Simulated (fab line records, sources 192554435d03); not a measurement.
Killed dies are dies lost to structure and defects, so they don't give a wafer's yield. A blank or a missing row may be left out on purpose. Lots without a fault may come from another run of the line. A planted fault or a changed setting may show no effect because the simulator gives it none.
fab line records | flow n5_finfet
record lots=5 wafers=15 last_day=17
route steps=1938 shown SD_EPI_P@328 SD_ACTIVATION@330 ILD0@335 BEOL_M4@1111 PASSIVATION@1936
lots that met no fault: from a run of the same line without faults
start_h: hours from the record's first day to the start of the lot's first wafer shown | wait_h: hours since the lot's step before | " the same as in the row above | L1.1+2: a row that stands for several wafers | - no value, or no start given | * or withheld: withheld | < > ~ a bound
route shown NAME@n: a module of which the file shows steps, and the number in the route of the first | usual: mean/standard deviation of fault-free wafers | same: alike in all rows | chamber/n: place in a boat | sites: the reading at each site | _std_site: their standard deviation | _edge_site: outer sites' mean less inner sites' | radius_mm: how far each site lies from the wafer's centre | mask NAME#n: copy n | behind: the tool/chamber that last shaped the wafer | hold: why the lot was held/for how many hours/how that ended | device: the transistor (n, p or np) that didn't switch | end of line: the same wafers' tests at the end of the route | a step without rows: its recipe alone | killed: dies lost to structure and defects at the first sort, not the wafer's yield | map: a wafer's dies, x killed, . not, _ none there
set.NAME: the setting as run; set.NAME@STEP: as run at that earlier step | model.NAME: the simulator's own value behind a step, which no gauge read
lots at some steps of the route; a table a step, a row a wafer
services: from which hour (start_h, from the record's first day; less than 0 if before it) a tool's chamber was out of use, for how many hours, and why
## steps
# step N5_SD_EPI_P_SRD_25
# recipe time_s=30 temp_c=23 rinse_liquid=diw dry=ipa_marangoni
# step N5_SD_ACTIVATION_RTA_00
# recipe temp_c=975 time_s=0 ambient=N2 idle_temp_c=600 ramp_up_c_per_s=150 ramp_down_c_per_s=60 cool_to_c=600
# step N5_SD_ACTIVATION_LSA_01
# recipe temp_c=1080 time_s=0.0008 ambient=N2
# step N5_ILD0_LINER_00
# recipe material=SiNx target_thk_a=40 temp_c=400 ald_precursor_family=SiH2I2 ald_co_reactant=N2/H2-plasma pulse_time_s=1 purge_time_s=2 co_reactant_purge_time_s=2 ald_cycles=80 pressure_torr=2
# step N5_ILD0_FCVD_FILL_01
# recipe material=SiO2_flowable target_thk_a=2000 temp_c=100 pressure_torr=0.8 rf_w=2000 time_s=328.3
# step N5_ILD0_CURE_02
# recipe temp_c=450 time_s=1800 ambient=steam idle_temp_c=400 ramp_up_c_per_min=5 ramp_down_c_per_min=3 densification_p_h2o_torr=640
# step N5_ILD0_CMP_03
# recipe stop_on=SiNx t_overpolish_s=1.9 post_cmp_clean=alkaline_brush down_force_psi=4.1491 platen_rpm=51.796 pad_velocity_m_s=1.0306 target_thk_nm=197.38
# step N5_ILD0_CMP_07
# recipe stop_on=poly-Si material=SiO2_flowable t_overpolish_s=1.18 post_cmp_clean=alkaline_brush down_force_psi=4.1491 platen_rpm=51.796 pad_velocity_m_s=1.0306 target_thk_nm=138.88
# usual edge_zone_pressure_frac=1.000/0.0044 head_pressure_psi=4.150/0.0086 motor_current_A=12.4/1.2
# columns lot.wafer tool chamber start_h wait_h edge_zone_pressure_frac head_pressure_psi motor_current_A model.SiNx_of_DUMMY_GATE_HM_DEP_06.thk_nm model.SiO2_flowable_of_ILD0_FCVD_FILL_01.thk_nm model.a-Si_of_DUMMY_GATE_CVD_03.thk_nm
L178.1 cmp-03 2 116.45 0.1 1.005 4.150 11.4 0 137.8 66.6
L178.2 " 0 " " 1.005 4.146 12.5 0 139 68.6
L178.5 " 1 " " 0.998 4.146 12.8 0 136.6 68.2
L181.4 cmp-02 0 136.23 0.0 - - - 76 195.2 72
L181.2 " 1 " " - - - 76 197.8 71.6
L181.6 " 1 " " - - - 76.4 197.2 70.4
L182.3 cmp-02 0 140.70 0.2 - - - 76.2 198.4 72.6
L182.1 " 1 " " - - - 76.6 197.2 70
L182.4 " 2 " " - - - 76 195.4 71.4
L183.2 cmp-03 1 145.25 0.1 - - - 76.2 196 72.8
L183.4 " 2 " " - - - 77 196.4 71.8
L183.6 " 0 " " - - - 76.8 199.6 75.4
L189.3 cmp-02 1 183.87 0.0 1.002 4.147 14.9 0 139.2 66.8
L189.1 " 2 " " 0.992 4.155 13.0 0 139 70.4
L189.5 " 1 " " 1.003 4.153 14.2 0 138.8 70.8
# step N5_ILD0_THK_MEAS_08
# usual thk_nm=138.4/1.4
# columns lot.wafer tool chamber start_h wait_h thk_nm
L178.1 film_metro-02 - 116.70 - 137.7
L178.2 " - " " 139.1
L178.5 " - " " 136.6
L181.2 film_metro-02 - 136.53 0.2 197.7
L181.4 " - " " 195.8
L181.6 " - " " 197.3
L182.1 film_metro-02 - 140.96 0.2 197.3
L182.3 " - " " 198.6
L182.4 " - " " 195.7
L183.2 film_metro-01 - 145.51 0.2 196.0
L183.4 " - " " 196.3
L183.6 " - " " 199.7
L189.1 film_metro-01 - 184.17 - 139.0
L189.3 " - " " 139.2
L189.5 " - " " 138.9
# step N5_ILD0_PRECLEAN_10
# recipe chemistry=NF3:NH3 afs_cycles=5 time_s=20 temp_c=30 sublimation_temp_c=180 sublimation_time_s=60 pressure_torr=3 rf_power_w=30
# columns lot.wafer tool chamber start_h wait_h model.SiO2_flowable_of_ILD0_FCVD_FILL_01.thk_nm
L178.1 remote_plasma-02 0 116.74 0.0 119.2
L178.2 " 0 " " 120.2
L178.5 " 0 " " 118.2
L181.2 remote_plasma-02 0 136.71 0.2 171.2
L181.4 " 0 " " 169
L181.6 " 0 " " 170.6
L182.1 remote_plasma-01 0 140.99 0.0 170.6
L182.3 " 0 " " 171.6
L182.4 " 0 " " 169.2
L183.2 remote_plasma-01 0 145.65 0.1 169.6
L183.4 " 0 " " 169.8
L183.6 " 0 " " 172.8
L189.1+5 remote_plasma-01 0 184.20 0.0 120.2
L189.3 " 0 " " 120.4
# step N5_ILD0_ALD_15
# recipe material=SiNx target_thk_a=240 temp_c=400 ald_precursor_family=SiH2I2 ald_co_reactant=N2/H2-plasma pulse_time_s=1 ald_cycles=480 purge_time_s=2 co_reactant_purge_time_s=2 pressure_torr=2
# step N5_ILD0_CMP_12
# recipe stop_on=poly-Si material=SiNx t_overpolish_s=6 post_cmp_clean=alkaline_brush down_force_psi=2.5 platen_rpm=51.8 pad_velocity_m_s=1.0307 target_thk_nm=17.67
# usual edge_zone_pressure_frac=1.001/0.005 head_pressure_psi=2.500/0.0057 motor_current_A=9.1/0.86
# columns lot.wafer tool chamber start_h wait_h edge_zone_pressure_frac head_pressure_psi motor_current_A model.a-Si_of_DUMMY_GATE_CVD_03.thk_nm
L178.1 cmp-01 1 119.88 1.2 1.003 2.501 7.8 66
L178.2 " 3 " " 1.001 2.499 8.2 67.8
L178.5 " 0 " " 1.004 2.495 8.9 67.6
L181.2 cmp-02 2 139.66 1.1 1.007 2.503 9.2 71
L181.4 " 0 " " 1.003 2.494 9.6 71.4
L181.6 " 2 " " 1.001 2.507 10.1 69.8
L182.4 cmp-03 0 143.88 1.1 1.004 2.499 9.0 70.6
L182.3 " 1 " " 1.005 2.506 10.2 72
L182.1 " 2 " " 0.998 2.508 8.9 69.2
L183.4 cmp-03 2 148.46 1.2 1.004 2.503 8.9 71
L183.2 " 3 " " 1.000 2.500 7.8 72.2
L183.6 " 2 " " 1.000 2.498 9.3 74.6
L189.3 cmp-02 1 187.08 1.1 1.006 2.494 11.0 66
L189.1 " 3 " " 1.002 2.503 9.6 69.6
L189.5 " 2 " " 0.995 2.495 9.7 70.2
# step N5_BEOL_M4_RC_MEAS_101
# usual DIBL_N=36.6/2.3 DIBL_P=36.3/2.8 IOFF_N=0.17/0.047 IOFF_P=0.22/0.048 ION_N=676/14 ION_P=463/9.4 SS_N=71.6/0.84 SS_P=73.4/0.85 VT_N=249/3.7 VT_P=-249/3.6
# columns lot.wafer tool chamber start_h wait_h DIBL_N[mV/V] DIBL_P[mV/V] IOFF_N[nA/um] IOFF_P[nA/um] ION_N[uA/um] ION_P[uA/um] SS_N[mV/dec] SS_P[mV/dec] VT_N[mV] VT_P[mV]
L178.1 prober-01 0 220.53 0.0 30.7 29.7 0.09 0.16 660 464 69.3 71.8 256 -251
L178.2 " 0 " " 38.0 38.6 0.21 0.30 691 477 72.2 74.2 247 -241
L178.5 " 0 " " 31.2 30.3 0.10 0.16 669 463 71.0 71.8 255 -248
L189.1 prober-02 0 294.86 0.0 36.3 35.6 0.18 0.20 687 461 71.3 73.9 247 -252
L189.3 " 0 " " 34.6 34.0 0.16 0.19 687 461 70.3 72.7 246 -251
L189.5 " 0 " " 33.7 32.8 0.14 0.17 657 450 70.8 73.1 251 -253
# step N5_PASSIVATION_PROBE_49
# usual defect_limited_yield=91.5/1.5 killed_at_M0_to_M3=33/9.9 killed_at_M4_up=14/5.2 killed_at_contacts=11/5.2 killed_at_front_end=38/10 killed_at_other=4/3.5 killed_dies=100/18 killed_on_rim=13/4.1 killed_open=66/14 killed_short=32/6.9 sort_bin_5_function=5.0/1 sort_bin_6_memory=3.1/0.69 sort_bin_8_speed=0.03/0.26 sort_n_pass=1080/18 sort_yield_pct=91.5/1.5
# same gross_dies=1180 killed_at_back_side=0 sort_bin_4_leakage[%]=0
# columns lot.wafer tool chamber start_h wait_h defect_limited_yield[%] killed_at_M0_to_M3 killed_at_M4_up killed_at_contacts killed_at_front_end killed_at_other killed_dies killed_on_rim killed_open killed_short sort_bin_5_function[%] sort_bin_6_memory[%] sort_bin_8_speed[%] sort_n_pass sort_yield_pct[%]
L178.1 prober-02 - 332.04 0.0 91.6 27 8 14 49 1 99 13 63 34 4.7 3.4 0 1081 91.6
L178.2 prober-02 - 332.09 0.1 93.1 16 10 7 47 2 82 6 52 26 3.7 3.1 0 1098 93.1
L178.5 prober-02 - 332.24 0.2 92.2 20 15 9 47 1 92 10 53 29 4.2 2.8 0.08 1088 92.2
L181.2 prober-02 - 347.66 0.1 0 49 7 18 1103 3 1180 152 82 47 95.7 3.9 0 0 0
L181.4 prober-02 - 347.76 0.2 0 24 12 10 1133 1 1180 152 50 26 97.6 1.9 0 0 0
L181.6 prober-02 - 347.86 0.3 0 25 24 3 1124 4 1180 152 60 30 96.9 2.9 0 0 0
L182.1 prober-02 - 351.64 0.0 0 34 19 5 1121 1 1180 152 52 32 97.7 2.1 0 0 0
L182.3 prober-02 - 351.74 0.1 0 23 10 9 1128 10 1180 152 64 23 97.4 2.6 0 0 0
L182.4 prober-02 - 351.79 0.2 0 52 17 7 1101 3 1180 152 77 38 96.6 3.4 0 0 0
L183.2 prober-02 - 360.08 0.1 0 24 15 8 1130 3 1180 152 54 35 97.1 2.6 0 0 0
L183.4 prober-02 - 360.18 0.2 0 22 11 11 1121 15 1180 152 60 34 96.9 2.5 0 0 0
L183.6 prober-02 - 360.28 0.3 0 17 6 8 1142 7 1180 152 44 31 96.9 3.1 0 0 0
L189.1 prober-01 - 404.08 0.0 90.2 47 12 8 44 5 116 9 69 45 5.3 4.4 0 1064 90.2
L189.3 prober-01 - 404.18 0.1 91.8 41 12 5 33 6 97 13 63 33 5.1 3.0 0 1083 91.8
L189.5 prober-01 - 404.28 0.2 89.3 33 24 15 46 8 126 15 89 36 6.1 4.1 0 1054 89.3
# killed by level:class
L178.1 MOL_CONTACT_COAG:geometric_particle:open=13 FIN_SAQP:geometric_particle:open=12 STI_FIN_REVEAL:geometric_particle:open=11 FIN_SAQP:geometric_particle:short=9 BEOL_M0_SAQP:geometric_particle:open=8 BEOL_M0_SAQP:geometric_particle:short=7 GATE_CUT:geometric_particle:short=6 BEOL_M2:geometric_particle:open=5
L178.2 FIN_SAQP:geometric_particle:open=15 DUMMY_GATE:geometric_particle:open=8 MOL_CONTACT_COAG:geometric_particle:open=6 FIN_SAQP:geometric_particle:short=5 BEOL_M0_SAQP:geometric_particle:short=5 BEOL_M3:geometric_particle:open=4 BEOL_M4:geometric_particle:open=4 STI_FIN_REVEAL:geometric_particle:open=3
L178.5 FIN_SAQP:geometric_particle:open=13 FIN_SAQP:geometric_particle:short=6 MOL_CONTACT_COAG:geometric_particle:open=6 BEOL_M3:geometric_particle:open=6 HKMG_FIN:area_etch=6 STI_FIN_REVEAL:geometric_particle:open=5 GATE_CUT:geometric_particle:short=4 BEOL_M4:geometric_particle:open=4
L181.2 ILD0:area_cmp=1051 MOL_CONTACT_COAG:geometric_particle:open=14 BEOL_M2:geometric_particle:open=13 DUMMY_GATE:geometric_particle:open=10 BEOL_M0_SAQP:geometric_particle:short=10 BEOL_M1:geometric_particle:open=10 FIN_SAQP:geometric_particle:short=6 BEOL_M3:geometric_particle:open=6
L181.4 ILD0:area_cmp=1103 STI_FIN_REVEAL:geometric_particle:open=9 MOL_CONTACT_COAG:geometric_particle:open=9 GATE_CUT:geometric_particle:short=7 BEOL_M0_SAQP:geometric_particle:short=6 BEOL_M0_SAQP:geometric_particle:open=5 FIN_SAQP:geometric_particle:short=4 BEOL_M1:geometric_particle:open=4
L181.6 ILD0:area_cmp=1090 GATE_CUT:geometric_particle:short=7 BEOL_M2:geometric_particle:open=7 BEOL_M4:geometric_particle:open=6 FIN_SAQP:geometric_particle:short=5 FIN_SAQP:geometric_particle:open=5 BEOL_M0:geometric_particle:open=5 STI_FIN_REVEAL:geometric_particle:open=4
L182.1 ILD0:area_cmp=1095 BEOL_M0_SAQP:geometric_particle:short=10 BEOL_M2:geometric_particle:open=9 BEOL_M4:geometric_particle:open=7 BEOL_M1:geometric_particle:open=7 FIN_SAQP:geometric_particle:short=6 ILD0:geometric_particle:open=6 MOL_CONTACT_COAG:geometric_particle:open=5
L182.3 ILD0:area_cmp=1093 STI_FIN_REVEAL:geometric_particle:open=9 BEOL_M1:geometric_particle:open=7 MOL_CONTACT_COAG:geometric_particle:open=6 BEOL_M0_SAQP:geometric_particle:open=6 PASS1_CAP:geometric_particle:open=6 ILD0:geometric_particle:open=5 FIN_SAQP:geometric_particle:short=4
L182.4 ILD0:area_cmp=1064 BEOL_M3:geometric_particle:open=12 BEOL_M4:geometric_particle:open=11 BEOL_M0:geometric_particle:open=9 GATE_CUT:geometric_particle:short=8 BEOL_M1:geometric_particle:open=8 FIN_SAQP:geometric_particle:open=6 BEOL_M0_SAQP:geometric_particle:short=6
L183.2 ILD0:area_cmp=1091 FIN_SAQP:geometric_particle:short=6 STI_FIN_REVEAL:geometric_particle:open=6 DUMMY_GATE:geometric_particle:open=6 BEOL_M4:geometric_particle:open=6 MOL_CONTACT_COAG:geometric_particle:open=5 BEOL_M3:geometric_particle:short=5 FIN_SAQP:geometric_particle:open=4
L183.4 ILD0:area_cmp=1085 MOL_CONTACT_COAG:geometric_particle:open=8 FIN_SAQP:geometric_particle:short=5 STI_FIN_REVEAL:geometric_particle:open=5 BEOL_M2:geometric_particle:open=5 BEOL_M4:geometric_particle:open=5 FIN_SAQP:geometric_particle:open=4 GATE_CUT:geometric_particle:short=4
L183.6 ILD0:area_cmp=1105 FIN_SAQP:geometric_particle:short=7 BEOL_M2:geometric_particle:open=7 GATE_CUT:geometric_particle:short=6 MOL_CONTACT_COAG:geometric_particle:open=6 STI_FIN_REVEAL:geometric_particle:open=5 STARTING-WAFER:geometric_particle:open=5 FIN_SAQP:geometric_particle:open=3
L189.1 FIN_SAQP:geometric_particle:open=14 BEOL_M0_SAQP:geometric_particle:open=11 BEOL_M3:geometric_particle:open=10 BEOL_M0_SAQP:geometric_particle:short=9 STI_FIN_REVEAL:geometric_particle:open=8 BEOL_M2:geometric_particle:open=8 MOL_CONTACT_COAG:geometric_particle:open=7 BEOL_M3:geometric_particle:short=7
L189.3 BEOL_M0_SAQP:geometric_particle:short=9 BEOL_M2:geometric_particle:open=9 BEOL_M0_SAQP:geometric_particle:open=8 BEOL_M3:geometric_particle:open=6 FIN_SAQP:geometric_particle:open=5 STI_FIN_REVEAL:geometric_particle:open=5 DUMMY_GATE:geometric_particle:open=5 MOL_CONTACT_COAG:geometric_particle:open=5
L189.5 FIN_SAQP:geometric_particle:open=12 MOL_CONTACT_COAG:geometric_particle:open=12 BEOL_M0_SAQP:geometric_particle:open=12 BEOL_M3:geometric_particle:open=9 BEOL_M4:geometric_particle:open=8 BEOL_M0_SAQP:geometric_particle:short=7 FIN_SAQP:geometric_particle:short=6 STI_FIN_REVEAL:geometric_particle:open=5
# map L181.2 (x killed, . not)
_________________xxxxxxxxxxxx________________
______________xxxxxxxxxxxxxxxxxx_____________
___________xxxxxxxxxxxxxxxxxxxxxxxx__________
__________xxxxxxxxxxxxxxxxxxxxxxxxxx_________
________xxxxxxxxxxxxxxxxxxxxxxxxxxxxxx_______
_______xxxxxxxxxxxxxxxxxxxxxxxxxxxxxxxx______
______xxxxxxxxxxxxxxxxxxxxxxxxxxxxxxxxxx_____
_____xxxxxxxxxxxxxxxxxxxxxxxxxxxxxxxxxxxx____
____xxxxxxxxxxxxxxxxxxxxxxxxxxxxxxxxxxxxxx___
___xxxxxxxxxxxxxxxxxxxxxxxxxxxxxxxxxxxxxxxx__
___xxxxxxxxxxxxxxxxxxxxxxxxxxxxxxxxxxxxxxxx__
__xxxxxxxxxxxxxxxxxxxxxxxxxxxxxxxxxxxxxxxxxx_
__xxxxxxxxxxxxxxxxxxxxxxxxxxxxxxxxxxxxxxxxxx_
_xxxxxxxxxxxxxxxxxxxxxxxxxxxxxxxxxxxxxxxxxxxx
_xxxxxxxxxxxxxxxxxxxxxxxxxxxxxxxxxxxxxxxxxxxx
_xxxxxxxxxxxxxxxxxxxxxxxxxxxxxxxxxxxxxxxxxxxx
_xxxxxxxxxxxxxxxxxxxxxxxxxxxxxxxxxxxxxxxxxxxx
_xxxxxxxxxxxxxxxxxxxxxxxxxxxxxxxxxxxxxxxxxxxx
_xxxxxxxxxxxxxxxxxxxxxxxxxxxxxxxxxxxxxxxxxxxx
_xxxxxxxxxxxxxxxxxxxxxxxxxxxxxxxxxxxxxxxxxxxx
_xxxxxxxxxxxxxxxxxxxxxxxxxxxxxxxxxxxxxxxxxxxx
__xxxxxxxxxxxxxxxxxxxxxxxxxxxxxxxxxxxxxxxxxx_
__xxxxxxxxxxxxxxxxxxxxxxxxxxxxxxxxxxxxxxxxxx_
___xxxxxxxxxxxxxxxxxxxxxxxxxxxxxxxxxxxxxxxx__
___xxxxxxxxxxxxxxxxxxxxxxxxxxxxxxxxxxxxxxxx__
____xxxxxxxxxxxxxxxxxxxxxxxxxxxxxxxxxxxxxx___
_____xxxxxxxxxxxxxxxxxxxxxxxxxxxxxxxxxxxx____
______xxxxxxxxxxxxxxxxxxxxxxxxxxxxxxxxxx_____
_______xxxxxxxxxxxxxxxxxxxxxxxxxxxxxxxx______
________xxxxxxxxxxxxxxxxxxxxxxxxxxxxxx_______
__________xxxxxxxxxxxxxxxxxxxxxxxxxx_________
___________xxxxxxxxxxxxxxxxxxxxxxxx__________
______________xxxxxxxxxxxxxxxxxx_____________
_________________xxxxxxxxxxxx________________
# map L182.1 (x killed, . not)
_________________xxxxxxxxxxxx________________
______________xxxxxxxxxxxxxxxxxx_____________
___________xxxxxxxxxxxxxxxxxxxxxxxx__________
__________xxxxxxxxxxxxxxxxxxxxxxxxxx_________
________xxxxxxxxxxxxxxxxxxxxxxxxxxxxxx_______
_______xxxxxxxxxxxxxxxxxxxxxxxxxxxxxxxx______
______xxxxxxxxxxxxxxxxxxxxxxxxxxxxxxxxxx_____
_____xxxxxxxxxxxxxxxxxxxxxxxxxxxxxxxxxxxx____
____xxxxxxxxxxxxxxxxxxxxxxxxxxxxxxxxxxxxxx___
___xxxxxxxxxxxxxxxxxxxxxxxxxxxxxxxxxxxxxxxx__
___xxxxxxxxxxxxxxxxxxxxxxxxxxxxxxxxxxxxxxxx__
__xxxxxxxxxxxxxxxxxxxxxxxxxxxxxxxxxxxxxxxxxx_
__xxxxxxxxxxxxxxxxxxxxxxxxxxxxxxxxxxxxxxxxxx_
_xxxxxxxxxxxxxxxxxxxxxxxxxxxxxxxxxxxxxxxxxxxx
_xxxxxxxxxxxxxxxxxxxxxxxxxxxxxxxxxxxxxxxxxxxx
_xxxxxxxxxxxxxxxxxxxxxxxxxxxxxxxxxxxxxxxxxxxx
_xxxxxxxxxxxxxxxxxxxxxxxxxxxxxxxxxxxxxxxxxxxx
_xxxxxxxxxxxxxxxxxxxxxxxxxxxxxxxxxxxxxxxxxxxx
_xxxxxxxxxxxxxxxxxxxxxxxxxxxxxxxxxxxxxxxxxxxx
_xxxxxxxxxxxxxxxxxxxxxxxxxxxxxxxxxxxxxxxxxxxx
_xxxxxxxxxxxxxxxxxxxxxxxxxxxxxxxxxxxxxxxxxxxx
__xxxxxxxxxxxxxxxxxxxxxxxxxxxxxxxxxxxxxxxxxx_
__xxxxxxxxxxxxxxxxxxxxxxxxxxxxxxxxxxxxxxxxxx_
___xxxxxxxxxxxxxxxxxxxxxxxxxxxxxxxxxxxxxxxx__
___xxxxxxxxxxxxxxxxxxxxxxxxxxxxxxxxxxxxxxxx__
____xxxxxxxxxxxxxxxxxxxxxxxxxxxxxxxxxxxxxx___
_____xxxxxxxxxxxxxxxxxxxxxxxxxxxxxxxxxxxx____
______xxxxxxxxxxxxxxxxxxxxxxxxxxxxxxxxxx_____
_______xxxxxxxxxxxxxxxxxxxxxxxxxxxxxxxx______
________xxxxxxxxxxxxxxxxxxxxxxxxxxxxxx_______
__________xxxxxxxxxxxxxxxxxxxxxxxxxx_________
___________xxxxxxxxxxxxxxxxxxxxxxxx__________
______________xxxxxxxxxxxxxxxxxx_____________
_________________xxxxxxxxxxxx________________
## services
# columns tool chamber start_h hours kind
cmp-01 - 92.86 4.5 repair
cmp-02 - 113.66 4.0 pm
cmp-02 - 117.66 - consumable_replace:conditioner
cmp-02 - 117.66 - consumable_replace:pad
cmp-03 - 134.55 0.3 repair
cmp-02 - 134.88 1.3 repair
cmp-01 - 138.32 6.1 repair
cmp-03 - 139.44 2.7 repair
cmp-03 - 182.72 0.4 repair
## key
first_sign step=N5_ILD0_CMP_07 reading=tool_record direction=missing
effect step=N5_ILD0_THK_MEAS_08 reading=thk_nm direction=up sigmas=41 usual=* struck=*
effect step=N5_PASSIVATION_PROBE_49 reading=killed_at_front_end direction=up sigmas=99+ usual=38 struck=1123
model_effect step=N5_ILD0_CMP_07 value=SiNx_of_DUMMY_GATE_HM_DEP_06.thk_nm without=0 struck=76.36
model_effect step=N5_ILD0_PRECLEAN_10 value=SiO2_flowable_of_ILD0_FCVD_FILL_01.thk_nm without=119 struck=170.5
model_effect step=N5_ILD0_CMP_12 value=a-Si_of_DUMMY_GATE_CVD_03.thk_nm without=68.27 struck=71.31
more_kills_born_at N5_ILD0_CMP_07@cmp-02=6490 N5_ILD0_CMP_07@cmp-03=3278
met_at N5_ILD0_CMP_07
struck_wafers L181.2,L181.4,L181.6,L182.1,L182.3,L182.4,L183.2,L183.4,L183.6
later_rows_left_out L181.2,L181.4,L181.6,L182.1,L182.3,L182.4,L183.2,L183.4,L183.6
onset_between 116.45 136.23
fault kind=skipped_step_whole tool=cmp-02,cmp-03 chamber=- onset_h=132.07 steps=N5_ILD0_CMP_07 scope=struck_lots_only
# later_rows_left_out: the simulator's readings of these wafers behind a module that went badly wrong aren't trusted and aren't shown, but for the sort
